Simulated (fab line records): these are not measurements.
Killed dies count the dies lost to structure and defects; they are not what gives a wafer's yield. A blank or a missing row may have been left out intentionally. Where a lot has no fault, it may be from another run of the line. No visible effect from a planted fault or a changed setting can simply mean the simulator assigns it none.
Split-lot trial || flow n5Finfet || 21 wafers read from 7 lots, route of 1938 steps

SPLIT DETAILS
At N5_BEOL_M14_COAT_65 (time 60 s, resist thk 450 nm), the setting spinRpm was moved away from the recipe's 1500 rpm on 5 of the 21 wafers read, by +2.9% to +5.9%. For the rest of the wafers, this setting stayed at what the recipe calls for.

The reading comes from the split's own step.

THE READING
SOC_of_BEOL_M14_COAT_65.thkNm (the simulator's own value, which no gauge read), in nm, at N5_BEOL_M14_COAT_65 (time 60 s, resist thk 450 nm). No usual value for it is given in the file. Average 449.2 nm, standard deviation 1 nm, over the 16 wafers here run with the recipe.

{"wafer": "L078.3", "tool, chamber at the split": "lithoTrack-05, 0", "spinRpm as run, rpm": 1576, "against the recipe": "+5.1%", "SOC_of_BEOL_M14_COAT_65.thkNm, nm": 437.8, "against lot-mates on the recipe": -10.6}
{"wafer": "L078.4", "tool, chamber at the split": "lithoTrack-05, 0", "spinRpm as run, rpm": 1500, "against the recipe": "recipe", "SOC_of_BEOL_M14_COAT_65.thkNm, nm": 448.4, "against lot-mates on the recipe": "-"}
{"wafer": "L078.5", "tool, chamber at the split": "lithoTrack-05, 0", "spinRpm as run, rpm": 1576, "against the recipe": "+5.1%", "SOC_of_BEOL_M14_COAT_65.thkNm, nm": 436, "against lot-mates on the recipe": -12.4}
{"wafer": "L081.1", "tool, chamber at the split": "lithoTrack-05, 0", "spinRpm as run, rpm": 1500, "against the recipe": "recipe", "SOC_of_BEOL_M14_COAT_65.thkNm, nm": 448.6, "against lot-mates on the recipe": "-"}
{"wafer": "L081.2", "tool, chamber at the split": "lithoTrack-05, 0", "spinRpm as run, rpm": 1500, "against the recipe": "recipe", "SOC_of_BEOL_M14_COAT_65.thkNm, nm": 448.6, "against lot-mates on the recipe": "-"}
{"wafer": "L081.3", "tool, chamber at the split": "lithoTrack-05, 0", "spinRpm as run, rpm": 1500, "against the recipe": "recipe", "SOC_of_BEOL_M14_COAT_65.thkNm, nm": 448.2, "against lot-mates on the recipe": "-"}
{"wafer": "L080.1", "tool, chamber at the split": "lithoTrack-05, 0", "spinRpm as run, rpm": 1500, "against the recipe": "recipe", "SOC_of_BEOL_M14_COAT_65.thkNm, nm": 449, "against lot-mates on the recipe": "-"}
{"wafer": "L080.3", "tool, chamber at the split": "lithoTrack-05, 0", "spinRpm as run, rpm": 1500, "against the recipe": "recipe", "SOC_of_BEOL_M14_COAT_65.thkNm, nm": 448.4, "against lot-mates on the recipe": "-"}
{"wafer": "L080.6", "tool, chamber at the split": "lithoTrack-05, 0", "spinRpm as run, rpm": 1500, "against the recipe": "recipe", "SOC_of_BEOL_M14_COAT_65.thkNm, nm": 448, "against lot-mates on the recipe": "-"}
{"wafer": "L083.2", "tool, chamber at the split": "lithoTrack-04, 0", "spinRpm as run, rpm": 1500, "against the recipe": "recipe", "SOC_of_BEOL_M14_COAT_65.thkNm, nm": 450.6, "against lot-mates on the recipe": "-"}
{"wafer": "L083.3", "tool, chamber at the split": "lithoTrack-04, 0", "spinRpm as run, rpm": 1500, "against the recipe": "recipe", "SOC_of_BEOL_M14_COAT_65.thkNm, nm": 450.2, "against lot-mates on the recipe": "-"}
{"wafer": "L083.5", "tool, chamber at the split": "lithoTrack-04, 0", "spinRpm as run, rpm": 1500, "against the recipe": "recipe", "SOC_of_BEOL_M14_COAT_65.thkNm, nm": 451.6, "against lot-mates on the recipe": "-"}
{"wafer": "L089.2", "tool, chamber at the split": "lithoTrack-05, 0", "spinRpm as run, rpm": 1500, "against the recipe": "recipe", "SOC_of_BEOL_M14_COAT_65.thkNm, nm": 449, "against lot-mates on the recipe": "-"}
{"wafer": "L089.4", "tool, chamber at the split": "lithoTrack-05, 0", "spinRpm as run, rpm": 1500, "against the recipe": "recipe", "SOC_of_BEOL_M14_COAT_65.thkNm, nm": 449, "against lot-mates on the recipe": "-"}
{"wafer": "L089.6", "tool, chamber at the split": "lithoTrack-05, 0", "spinRpm as run, rpm": 1500, "against the recipe": "recipe", "SOC_of_BEOL_M14_COAT_65.thkNm, nm": 449.6, "against lot-mates on the recipe": "-"}
{"wafer": "L090.2", "tool, chamber at the split": "lithoTrack-03, 0", "spinRpm as run, rpm": 1589, "against the recipe": "+5.9%", "SOC_of_BEOL_M14_COAT_65.thkNm, nm": 437, "against lot-mates on the recipe": -13.2}
{"wafer": "L090.3", "tool, chamber at the split": "lithoTrack-03, 0", "spinRpm as run, rpm": 1500, "against the recipe": "recipe", "SOC_of_BEOL_M14_COAT_65.thkNm, nm": 450.4, "against lot-mates on the recipe": "-"}
{"wafer": "L090.5", "tool, chamber at the split": "lithoTrack-03, 0", "spinRpm as run, rpm": 1500, "against the recipe": "recipe", "SOC_of_BEOL_M14_COAT_65.thkNm, nm": 450, "against lot-mates on the recipe": "-"}
{"wafer": "L096.2", "tool, chamber at the split": "lithoTrack-04, 0", "spinRpm as run, rpm": 1500, "against the recipe": "recipe", "SOC_of_BEOL_M14_COAT_65.thkNm, nm": 448.4, "against lot-mates on the recipe": "-"}
{"wafer": "L096.3", "tool, chamber at the split": "lithoTrack-04, 0", "spinRpm as run, rpm": 1544, "against the recipe": "+2.9%", "SOC_of_BEOL_M14_COAT_65.thkNm, nm": 441.2, "against lot-mates on the recipe": -7.2}
{"wafer": "L096.4", "tool, chamber at the split": "lithoTrack-04, 0", "spinRpm as run, rpm": 1544, "against the recipe": "+2.9%", "SOC_of_BEOL_M14_COAT_65.thkNm, nm": 440.8, "against lot-mates on the recipe": -7.6}

FIT RESULTS
A straight line over all 21 wafers: SOC_of_BEOL_M14_COAT_65.thkNm changes by -2.36 nm for each +1% of spinRpm; r = -0.97; the points scatter about the line by 1.1 nm.
The same after taking each lot's own level away (the mean of its wafers on the recipe; 21 wafers): -2.29 nm for each +1%; r = -0.99; scatter 0.5 nm.
That fit puts the effect of the largest move of spinRpm on the reading at 14 nm.
The span of the lots' own levels, 448.40 to 450.80 nm, comes to 2.4 times the standard deviation stated above.
So the lot-to-lot level changes the slope little: the two slopes agree.
Check: for one of the wafers moved furthest among these (+5.9%), held out of the fit, the line's prediction against its lot-mates is -13.8 nm. Against them it came out at -13.2 nm.

FURTHER SPLITS ON THESE WAFERS
Note: prior to the reading, these wafers also went through further splits. Each is held against what the fit with the lots' levels taken away leaves over:
{"other split on the same wafers": "N5_BEOL_M9_COAT_05 spinRpm", "wafers away from the commonest value": 7, "r with SOC_of_BEOL_M14_COAT_65.thkNm (lot level and that fit taken away)": -0.09}
{"other split on the same wafers": "N5_BEOL_M10_VIA_ETCH_34 timeS", "wafers away from the commonest value": 7, "r with SOC_of_BEOL_M14_COAT_65.thkNm (lot level and that fit taken away)": "+0.13"}
{"other split on the same wafers": "N5_BEOL_M10_ETCH_41 sourceW", "wafers away from the commonest value": 6, "r with SOC_of_BEOL_M14_COAT_65.thkNm (lot level and that fit taken away)": -0.50}
{"other split on the same wafers": "N5_BEOL_M11_EXPOSE_25 doseMj", "wafers away from the commonest value": 10, "r with SOC_of_BEOL_M14_COAT_65.thkNm (lot level and that fit taken away)": "+0.06"}
{"other split on the same wafers": "N5_BEOL_M11_VIA_ETCH_34 timeS", "wafers away from the commonest value": 6, "r with SOC_of_BEOL_M14_COAT_65.thkNm (lot level and that fit taken away)": "+0.03"}
{"other split on the same wafers": "N5_BEOL_M12_ETCH_59 biasW", "wafers away from the commonest value": 9, "r with SOC_of_BEOL_M14_COAT_65.thkNm (lot level and that fit taken away)": -0.17}
{"other split on the same wafers": "N5_BEOL_M13_ETCH_59 biasW", "wafers away from the commonest value": 8, "r with SOC_of_BEOL_M14_COAT_65.thkNm (lot level and that fit taken away)": -0.13}
{"other split on the same wafers": "N5_BEOL_M14_ETCH_59 timeS", "wafers away from the commonest value": 9, "r with SOC_of_BEOL_M14_COAT_65.thkNm (lot level and that fit taken away)": -0.05}

THE FILE'S OWN FIT
SOC_of_BEOL_M14_COAT_65.thkNm changes by -2.28 nm for each +1% of spinRpm, r = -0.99.
